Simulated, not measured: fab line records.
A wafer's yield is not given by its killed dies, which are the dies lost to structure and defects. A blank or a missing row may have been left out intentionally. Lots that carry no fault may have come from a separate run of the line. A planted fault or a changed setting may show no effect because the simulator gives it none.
The tool behind it: which one? -- flow n5 finfet -- Sampling: 24 lots, 72 wafers, 6 of 1938 route steps

WHAT EACH GAUGE READ, for each wafer
The record lacks any reading of a measuring or inspecting step that a usual standard deviation could be used to judge.

WHICH TOOL RAN EACH LOT (tool, then ch and the chambers of the sampled wafers, then the start)
lot,N5_BEOL_M8_CURE_75,N5_BEOL_M9_ANNEAL_51,N5_BEOL_M10_DESCUM_33,N5_BEOL_M10_ETCH_66,N5_BEOL_M10_VIA_ETCH_34,N5_BEOL_M10_SURFACE_TREAT_76
L075,"uv cure-03 ch 0, day 10 04:37","rtp anneal-01 ch 0, day 10 16:59","rie diel-02 ch 2,3, day 10 23:07","rie diel-02 ch 2,3, day 10 23:13","rie diel-02 ch 2,3, day 10 23:20","pvd sputter-02, day 11 00:47"
L074,"uv cure-01 ch 2, day 10 04:54","rtp anneal-02 ch 0, day 10 16:38","rie diel-01 ch 0,3, day 10 22:58","rie diel-01 ch 0,3, day 10 23:03","rie diel-01 ch 0,3, day 10 23:11","pvd sputter-02, day 11 00:34"
L076,"uv cure-01 ch 1, day 10 23:14","rtp anneal-01 ch 0, day 11 10:57","rie diel-05 ch 0,3, day 11 16:19","rie diel-05 ch 0,3, day 11 16:25","rie diel-05 ch 0,3, day 11 16:32","pvd sputter-03, day 11 18:10"
L077,"uv cure-03 ch 1, day 10 23:29","rtp anneal-01 ch 0, day 11 11:25","rie diel-01 ch 0,3, day 11 16:35","rie diel-01 ch 0,3, day 11 16:40","rie diel-01 ch 0,3, day 11 16:47","pvd sputter-01, day 11 20:34"
L078,"uv cure-03 ch 2, day 11 03:43","rtp anneal-01 ch 0, day 11 13:45","rie diel-01 ch 0,3, day 11 19:22","rie diel-01 ch 0,3, day 11 19:27","rie diel-01 ch 0,3, day 11 19:34","pvd sputter-02, day 11 20:47"
L081,"uv cure-01 ch 2, day 11 12:49","rtp anneal-01 ch 0, day 11 22:16","rie diel-02 ch 1,2,3, day 12 04:02","rie diel-02 ch 1,2,3, day 12 04:07","rie diel-02 ch 1,2,3, day 12 04:14","pvd sputter-01, day 12 05:26"
L082,"uv cure-02 ch 2, day 11 23:29","rtp anneal-01 ch 0, day 12 10:43","rie diel-05 ch 0,1,2, day 12 15:26","rie diel-05 ch 0,1,2, day 12 15:31","rie diel-05 ch 0,1,2, day 12 15:38","pvd sputter-03, day 12 17:10"
L080,"uv cure-01 ch 1, day 12 02:57","rtp anneal-02 ch 0, day 12 14:40","rie diel-05 ch 0,2,3, day 12 19:15","rie diel-05 ch 0,2,3, day 12 19:20","rie diel-05 ch 0,2,3, day 12 19:28","pvd sputter-02, day 12 20:53"
L079,"uv cure-01 ch 1, day 12 04:23","rtp anneal-01 ch 0, day 12 14:46","rie diel-01 ch 0,1,2, day 12 18:52","rie diel-01 ch 0,1,2, day 12 18:57","rie diel-01 ch 0,1,2, day 12 19:04","pvd sputter-01, day 12 20:43"
L084,"uv cure-01 ch 2, day 12 05:41","rtp anneal-01 ch 0, day 12 17:28","rie diel-05 ch 2,3, day 12 22:56","rie diel-05 ch 2,3, day 12 23:01","rie diel-05 ch 2,3, day 12 23:08","pvd sputter-03, day 13 00:33"
L083,"uv cure-01 ch 0, day 12 16:10","rtp anneal-01 ch 0, day 13 00:44","rie diel-02 ch 0,2,3, day 13 06:32","rie diel-02 ch 0,2,3, day 13 06:37","rie diel-02 ch 0,2,3, day 13 06:44","pvd sputter-03, day 13 08:46"
L086,"uv cure-03 ch 0, day 12 19:52","rtp anneal-02 ch 0, day 13 05:22","rie diel-01 ch 2,3, day 13 12:10","rie diel-01 ch 2,3, day 13 12:16","rie diel-01 ch 2,3, day 13 12:23","pvd sputter-02, day 13 13:54"
L085,"uv cure-01 ch 1, day 12 23:10","rtp anneal-02 ch 0, day 13 10:21","rie diel-05 ch 0,2,3, day 13 15:11","rie diel-05 ch 0,2,3, day 13 15:17","rie diel-05 ch 0,2,3, day 13 15:24","pvd sputter-03, day 13 18:31"
L090,"uv cure-01 ch 0, day 13 12:27","rtp anneal-02 ch 0, day 13 19:41","rie diel-05 ch 0,2,3, day 13 23:11","rie diel-05 ch 0,2,3, day 13 23:16","rie diel-05 ch 0,2,3, day 13 23:23","pvd sputter-02, day 14 02:19"
L087,"uv cure-01 ch 1, day 13 13:16","rtp anneal-02 ch 0, day 14 01:22","rie diel-01 ch 1,2,3, day 14 06:49","rie diel-01 ch 1,2,3, day 14 06:55","rie diel-01 ch 1,2,3, day 14 07:02","pvd sputter-03, day 14 08:53"
L088,"uv cure-01 ch 0, day 13 18:35","rtp anneal-01 ch 0, day 14 05:31","rie diel-01 ch 1,2,3, day 14 10:02","rie diel-01 ch 1,2,3, day 14 10:07","rie diel-01 ch 1,2,3, day 14 10:14","pvd sputter-02, day 14 13:22"
L089,"uv cure-01 ch 0, day 13 23:59","rtp anneal-02 ch 0, day 14 10:27","rie diel-05 ch 2,3, day 14 18:39","rie diel-05 ch 2,3, day 14 18:44","rie diel-05 ch 2,3, day 14 18:51","pvd sputter-03, day 14 20:11"
L092,"uv cure-03 ch 2, day 14 07:49","rtp anneal-01 ch 0, day 14 22:22","rie diel-05 ch 1,2, day 15 04:23","rie diel-05 ch 1,2, day 15 04:29","rie diel-05 ch 1,2, day 15 04:36","pvd sputter-03, day 15 06:27"
L091,"uv cure-02 ch 2, day 14 08:13","rtp anneal-01 ch 0, day 14 23:02","rie diel-01 ch 1,2, day 15 06:37","rie diel-01 ch 1,2, day 15 06:41","rie diel-01 ch 1,2, day 15 06:49","pvd sputter-03, day 15 10:22"
L093,"uv cure-03 ch 1, day 14 10:25","rtp anneal-01 ch 0, day 15 02:04","rie diel-02 ch 1,2,3, day 15 06:41","rie diel-02 ch 1,2,3, day 15 06:46","rie diel-02 ch 1,2,3, day 15 06:54","pvd sputter-02, day 15 10:31"
L094,"uv cure-03 ch 1, day 15 02:40","rtp anneal-02 ch 0, day 15 13:25","rie diel-01 ch 0,2, day 15 19:26","rie diel-01 ch 0,2, day 15 19:31","rie diel-01 ch 0,2, day 15 19:38","pvd sputter-03, day 15 23:11"
L095,"uv cure-02 ch 2, day 15 13:38","rtp anneal-02 ch 0, day 16 04:22","rie diel-05 ch 1,2,3, day 16 10:24","rie diel-05 ch 1,2,3, day 16 10:29","rie diel-05 ch 1,2,3, day 16 10:37","pvd sputter-01, day 16 12:02"
L097,"uv cure-01 ch 1, day 15 17:32","rtp anneal-01 ch 0, day 16 06:47","rie diel-05 ch 0,3, day 16 10:52","rie diel-05 ch 0,3, day 16 10:57","rie diel-05 ch 0,3, day 16 11:05","pvd sputter-01, day 16 12:23"
L096,"uv cure-03 ch 2, day 15 17:59","rtp anneal-01 ch 0, day 16 07:13","rie diel-01 ch 0,3, day 16 11:05","rie diel-01 ch 0,3, day 16 11:11","rie diel-01 ch 0,3, day 16 11:18","pvd sputter-03, day 16 14:13"
- N5_BEOL_M8_CURE_75: cures SiCOH lowk, time 120 s.
- N5_BEOL_M9_ANNEAL_51: time 90 s.
- N5_BEOL_M10_DESCUM_33: chemistry O2, time 7.9 s.
- N5_BEOL_M10_ETCH_66: etches SOC in N2/H2, target depth 120 nm, overetch 24 nm, time 180 s.
- N5_BEOL_M10_VIA_ETCH_34: etches SiCOH lowk in C4F6/O2, target depth 184.5 nm, time 69.2 s.
- N5_BEOL_M10_SURFACE_TREAT_76

WHAT THE TOOLS THEMSELVES READ (means of the sampled wafers that have a number; where no wafer has one, the mark that the record gives instead)
N5_BEOL_M8_CURE_75. Usual: lamp power pct 52.31 %, standard deviation 0.059; wafer_temp_C_max 371.8, standard deviation 1.
lot,tool,lamp power pct (%),wafer_temp_C_max,flag
L075,uv cure-03,52.33,372.7,
L074,uv cure-01,52.31,371.0,
L076,uv cure-01,52.32,371.4,
L077,uv cure-03,52.29,370.9,
L078,uv cure-03,52.30,371.0,
L081,uv cure-01,52.40,370.6,
L082,uv cure-02,52.33,373.3,
L080,uv cure-01,52.30,371.3,
L079,uv cure-01,52.32,371.2,
L084,uv cure-01,52.28,371.2,
L083,uv cure-01,52.33,373.4,
L086,uv cure-03,52.26,372.1,
L085,uv cure-01,52.31,371.0,
L090,uv cure-01,52.34,373.0,
L087,uv cure-01,52.36,371.7,
L088,uv cure-01,52.33,373.2,
L089,uv cure-01,52.33,372.4,
L092,uv cure-03,52.28,371.0,
L091,uv cure-02,52.35,373.9,
L093,uv cure-03,52.26,371.3,
L094,uv cure-03,52.38,370.7,
L095,uv cure-02,52.30,372.9,
L097,uv cure-01,52.30,371.5,
L096,uv cure-03,52.34,371.4,

N5_BEOL_M9_ANNEAL_51. Usual: 226.2 for wafer_temp_C_max, sd 0.34.
lot,tool,wafer_temp_C_max,flag
L075,rtp anneal-01,226.2,
L074,rtp anneal-02,226.0,
L076,rtp anneal-01,226.2,
L077,rtp anneal-01,226.5,
L078,rtp anneal-01,226.4,
L081,rtp anneal-01,226.4,
L082,rtp anneal-01,226.6,
L080,rtp anneal-02,226.0,
L079,rtp anneal-01,226.4,
L084,rtp anneal-01,226.2,
L083,rtp anneal-01,226.3,
L086,rtp anneal-02,225.8,
L085,rtp anneal-02,225.8,
L090,rtp anneal-02,226.0,
L087,rtp anneal-02,225.8,
L088,rtp anneal-01,226.3,
L089,rtp anneal-02,226.0,
L092,rtp anneal-01,226.6,
L091,rtp anneal-01,226.2,
L093,rtp anneal-01,226.4,
L094,rtp anneal-02,225.8,
L095,rtp anneal-02,226.0,
L097,rtp anneal-01,226.2,
L096,rtp anneal-01,226.1,

N5_BEOL_M10_DESCUM_33. Usual: drypump motor current A 5.9 A, standard deviation 0.58; oes product au 0.79 a.u., standard deviation 0.097; rf vpp V 243.6 V, standard deviation 1.5; showerhead plenum p Torr 2.12 Torr, standard deviation 0.084; throttle valve pct 20.38 %, standard deviation 0.27.
lot,tool,drypump motor current A (A),oes product au (a.u.),rf vpp V (V),showerhead plenum p Torr (Torr),throttle valve pct (%),flag
L075,rie diel-02,5.9,0.86,244.4,2.19,20.53,
L074,rie diel-01,5.7,0.78,242.7,2.04,20.17,
L076,rie diel-05,5.8,0.96,244.8,2.18,20.42,
L077,rie diel-01,5.7,0.77,241.7,2.03,20.18,
L078,rie diel-01,5.7,0.77,242.1,2.03,20.18,
L081,rie diel-02,6.0,0.84,243.8,2.17,20.34,
L082,rie diel-05,5.9,0.77,243.4,2.12,20.41,
L080,rie diel-05,5.8,0.85,244.3,2.18,20.49,
L079,rie diel-01,6.0,0.73,242.8,2.09,20.54,
L084,rie diel-05,5.8,0.77,245.2,2.18,20.55,
L083,rie diel-02,5.9,0.77,244.4,2.15,20.39,
L086,rie diel-01,5.0,0.76,241.3,2.00,20.18,
L085,rie diel-05,5.8,0.84,244.7,2.18,20.51,
L090,rie diel-05,5.8,0.83,244.4,2.18,20.51,
L087,rie diel-01,5.4,0.74,242.6,2.06,20.38,
L088,rie diel-01,5.4,0.74,242.4,2.06,20.38,
L089,rie diel-05,5.8,0.75,244.8,2.18,20.58,
L092,rie diel-05,5.9,0.77,243.7,2.11,20.37,
L091,rie diel-01,5.7,0.73,243.5,2.12,20.56,
L093,rie diel-02,6.0,0.82,244.6,2.17,20.37,
L094,rie diel-01,5.5,0.67,241.2,2.00,20.58,
L095,rie diel-05,6.1,0.92,243.7,2.14,20.10,
L097,rie diel-05,6.0,0.87,245.1,2.21,20.39,
L096,rie diel-01,6.2,0.71,243.0,2.04,20.45,

N5_BEOL_M10_ETCH_66. Usual: drypump motor current A 5.9 A, standard deviation 0.57; n2 flow sccm 200.0 sccm, standard deviation 0.6; oes product au 0.64 a.u., standard deviation 0.075; rf vpp V 524.9 V, standard deviation 2.5; showerhead plenum p Torr 2.58 Torr, standard deviation 0.089; throttle valve pct 17.76 %, standard deviation 0.24.
lot,tool,drypump motor current A (A),n2 flow sccm (sccm),oes product au (a.u.),rf vpp V (V),showerhead plenum p Torr (Torr),throttle valve pct (%),flag
L075,rie diel-02,5.9,200.2,0.68,527.0,2.64,17.82,
L074,rie diel-01,5.7,200.0,0.64,522.4,2.49,17.62,
L076,rie diel-05,5.8,200.0,0.78,526.5,2.62,17.62,
L077,rie diel-01,5.7,199.6,0.63,521.9,2.48,17.62,
L078,rie diel-01,5.7,200.4,0.63,523.9,2.48,17.63,
L081,rie diel-02,6.1,199.8,0.67,526.4,2.65,17.75,
L082,rie diel-05,5.9,200.3,0.63,524.4,2.57,17.82,
L080,rie diel-05,5.8,199.2,0.69,526.6,2.63,17.79,
L079,rie diel-01,5.9,200.3,0.59,523.0,2.53,17.92,
L084,rie diel-05,5.8,199.6,0.63,525.7,2.65,17.93,
L083,rie diel-02,6.0,200.7,0.62,525.9,2.61,17.80,
L086,rie diel-01,5.0,199.2,0.61,521.7,2.45,17.69,
L085,rie diel-05,5.8,199.9,0.68,526.4,2.63,17.79,
L090,rie diel-05,5.8,200.0,0.68,527.1,2.63,17.79,
L087,rie diel-01,5.4,200.3,0.60,523.9,2.51,17.85,
L088,rie diel-01,5.4,200.2,0.60,523.1,2.51,17.85,
L089,rie diel-05,5.8,200.2,0.60,526.6,2.64,17.95,
L092,rie diel-05,5.9,200.4,0.62,524.9,2.58,17.84,
L091,rie diel-01,5.7,199.5,0.59,524.8,2.57,18.00,
L093,rie diel-02,6.1,199.9,0.65,526.4,2.64,17.79,
L094,rie diel-01,5.5,199.6,0.55,522.3,2.43,17.98,
L095,rie diel-05,6.1,200.3,0.73,525.2,2.60,17.48,
L097,rie diel-05,6.0,200.4,0.70,526.7,2.65,17.61,
L096,rie diel-01,6.2,199.8,0.58,522.4,2.48,17.80,

N5_BEOL_M10_VIA_ETCH_34. Usual: drypump motor current A 5.9 A, standard deviation 0.58; oes_f_703_au 0.79 a.u., standard deviation 0.1; oes product au 0.79 a.u., standard deviation 0.099; rf vpp V 668 V, standard deviation 11; showerhead plenum p Torr 2.89 Torr, standard deviation 0.098; throttle valve pct 20.88 %, standard deviation 0.27.
lot,tool,drypump motor current A (A),oes_f_703_au (a.u.),oes product au (a.u.),rf vpp V (V),showerhead plenum p Torr (Torr),throttle valve pct (%),flag
L075,rie diel-02,5.9,0.85,0.86,661,2.96,20.99,
L074,rie diel-01,5.7,0.78,0.78,661,2.82,20.89,
L076,rie diel-05,5.8,0.96,0.98,673,2.96,20.84,
L077,rie diel-01,5.7,0.77,0.78,661,2.81,20.89,
L078,rie diel-01,5.7,0.77,0.78,662,2.81,20.90,
L081,rie diel-02,6.1,0.84,0.84,668,2.95,20.81,
L082,rie diel-05,5.9,0.76,0.77,672,2.88,20.92,
L080,rie diel-05,5.8,0.85,0.86,665,2.96,20.94,
L079,rie diel-01,6.0,0.72,0.72,672,2.84,21.02,
L084,rie diel-05,5.8,0.78,0.77,656,2.97,21.03,
L083,rie diel-02,6.0,0.77,0.78,669,2.92,20.84,
L086,rie diel-01,5.0,0.75,0.77,654,2.76,20.83,
L085,rie diel-05,5.8,0.84,0.83,666,2.96,20.95,
L090,rie diel-05,5.8,0.84,0.83,665,2.96,20.95,
L087,rie diel-01,5.4,0.75,0.75,661,2.82,20.91,
L088,rie diel-01,5.4,0.74,0.74,662,2.82,20.91,
L089,rie diel-05,5.8,0.76,0.74,657,2.96,21.06,
L092,rie diel-05,5.8,0.75,0.75,664,2.88,20.91,
L091,rie diel-01,5.8,0.73,0.73,670,2.87,20.98,
L093,rie diel-02,6.1,0.81,0.81,667,2.94,20.84,
L094,rie diel-01,5.5,0.66,0.67,665,2.74,21.06,
L095,rie diel-05,6.1,0.91,0.92,662,2.91,20.57,
L097,rie diel-05,6.0,0.89,0.87,663,2.97,20.76,
L096,rie diel-01,6.2,0.70,0.71,670,2.81,21.09,

THE ANSWER, worked out from the rows above alone
Rule: take the mean of a lot's wafers that have a number; if it is more than 3 standard deviations from the usual mean, the lot is off. A lot without any number at a reading at which 4 lots or more have one is off too. Any other lot the step has rows for is counted as sound. After the gauges, taken in route order, come the tools' own readings; for these a lot's mean is taken, as printed above. The first step at which some lot is off is used, and at that step the reading that is off furthest; a lot without a number counts as furthest.
No lot is off at any reading shown: from this, nothing can be told.

WHAT WAS PUT IN BY THE SIMULATOR
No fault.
